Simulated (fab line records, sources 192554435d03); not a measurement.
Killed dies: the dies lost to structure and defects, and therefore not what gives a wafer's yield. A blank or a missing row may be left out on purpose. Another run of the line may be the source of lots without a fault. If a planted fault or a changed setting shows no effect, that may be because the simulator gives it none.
Chamber matching ; flow n5Finfet ; N5_BEOL_M0_CVD_115 on cvdCo-01: 3 sister chambers
The step deposits Co from CCTBA/H2, time 120 s. 3 wafers are shown with their chamber, then 7 later ones without.

== WAFERS, EACH WITH ITS CHAMBER ==
wafer;chamber;runLengthS (s)
L360.6;0;143.0
L364.1;2;142.5
L364.2;1;142.6

== WAFERS WHOSE CHAMBER IS MISSING ==
wafer;runLengthS (s)
L364.6;143.1
L367.1;142.7
L367.2;142.6
L367.3;142.8
L368.3;142.1
L373.3;142.1
L373.4;142.4

== WHICH CHAMBER EACH ONE RAN IN ==
wafer;from the rows above;in truth
L364.6;can't be placed: 0 or 1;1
L367.1;can't be placed: 1 or 2 or 0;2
L367.2;can't be placed: 1 or 2 or 0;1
L367.3;can't be placed: 0 or 1 or 2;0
L368.3;can't be placed: 2 or 1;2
L373.3;can't be placed: 2 or 1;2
L373.4;can't be placed: 2 or 1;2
0 of 7 placed correctly. Can't be placed from these rows: 7 (the true chamber is among the candidates in 7). Number placed wrongly: 0.
How it was worked out, from the rows above alone: a wafer's distance from a chamber is the root of the sum, over the readings, of the square of ((its reading less the chamber's mean) divided by the reading's scatter). If the next closest chamber is less than 2 further off than the closest, the wafer can't be placed; otherwise it belongs to the closest. The mean given for a chamber averages the wafers shown for that chamber. The scatter (one wafer shown for each chamber): square how far every hidden wafer sits from the nearest shown wafer, average those squares and take the square root.
